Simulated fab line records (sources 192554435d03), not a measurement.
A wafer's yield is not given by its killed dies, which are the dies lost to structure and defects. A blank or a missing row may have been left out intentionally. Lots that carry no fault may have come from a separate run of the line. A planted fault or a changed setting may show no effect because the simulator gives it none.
2 desks, one fault + flow n5-finfet + each desk holds nothing but its own numbers, with what lay behind them at the end

FROM THE METROLOGY DESK
Means of the sampled wafers that have a number, per lot and without regard to the tool the lot ran on: this is what the gauges read. Marked OUT: a lot whose mean sits more than 4 standard deviations from the usual mean, which makes it out of limits; the brackets give that distance.
Columns: A = cd-nm at N5_MIM_TOP_LITHO_CD_MEAS_08, usual 2001.4 nm; B = MIM_TOP_OVL at N5_MIM_TOP_LITHO_OVL_MEAS_11, usual -3 nm; C = cd-nm at N5_PASSIVATION_CD_MEAS_10, usual 3000 nm
| lot  | first seen here | A      | B  | C    |
|------|-----------------|--------|----|------|
| L665 | day 11 21:59    | 2003.1 | 10 | 3002 |
| L667 | day 12 06:26    | 2001.2 | -8 | 3004 |
| L668 | day 12 07:56    | 2001.7 | -2 | 3002 |
| L670 | day 12 19:19    | 2000.2 | -7 | 2998 |
| L673 | day 13 12:26    | 2002.2 | -0 | 3005 |
| L679 | day 15 00:10    | 2002.1 | -1 | 2996 |
| L678 | day 15 03:17    | 2003.5 | -5 | 3002 |
| L677 | day 15 08:07    | 1997.7 | 2  | 2999 |
| L675 | day 15 09:53    | 1999.5 | -8 | 2999 |
| L680 | day 15 13:16    | 2002.1 | 7  | 3000 |
| L682 | day 16 03:41    | 1998.5 | -7 | 3000 |
| L683 | day 16 16:52    | 2003.3 | 0  | 3001 |
Result from this desk: across the 12 lots, nothing is out of limits.

TOOL OWNER'S DESK, pecvd-03
The tool's own readings at N5_BEOL_M0_SAQP_PECVD_97 (deposits SiNx from SiH4/NH3/N2, target thk 23 nm, time 19.9 s): means of the sampled wafers that have a number, for each lot that ran on this tool. Marked OUT: a lot whose mean sits more than 4 standard deviations from the usual mean, which makes it out of limits; the brackets give that distance.
Columns: A = chamber-pressure-Torr at N5_BEOL_M0_SAQP_PECVD_97, usual 1.501 Torr; B = heater-power-w at N5_BEOL_M0_SAQP_PECVD_97, usual 517 W; C = showerhead-plenum-p-Torr at N5_BEOL_M0_SAQP_PECVD_97, usual 5.17 Torr; D = throttle-valve-pct at N5_BEOL_M0_SAQP_PECVD_97, usual 39.6 %
| lot  | first seen here | A     | B   | C    | D    |
|------|-----------------|-------|-----|------|------|
| L665 | day 5 18:50     | 1.501 | 513 | 5.14 | 39.9 |
| L667 | day 6 02:02     | 1.501 | 493 | 5.11 | 41.1 |
| L668 | day 6 08:23     | 1.505 | 483 | 5.15 | 39.9 |
| L675 | day 8 16:08     | 1.500 | 502 | 5.09 | 40.6 |
| L682 | day 9 19:56     | 1.502 | 534 | 5.12 | 41.1 |
Result from this desk: across the 5 lots, nothing is out of limits.

PUT TOGETHER
Metrology desk: nothing out of limits seen.
Nothing out of limits was seen by the tool owner's desk.

WHAT THE SIMULATOR PUT IN
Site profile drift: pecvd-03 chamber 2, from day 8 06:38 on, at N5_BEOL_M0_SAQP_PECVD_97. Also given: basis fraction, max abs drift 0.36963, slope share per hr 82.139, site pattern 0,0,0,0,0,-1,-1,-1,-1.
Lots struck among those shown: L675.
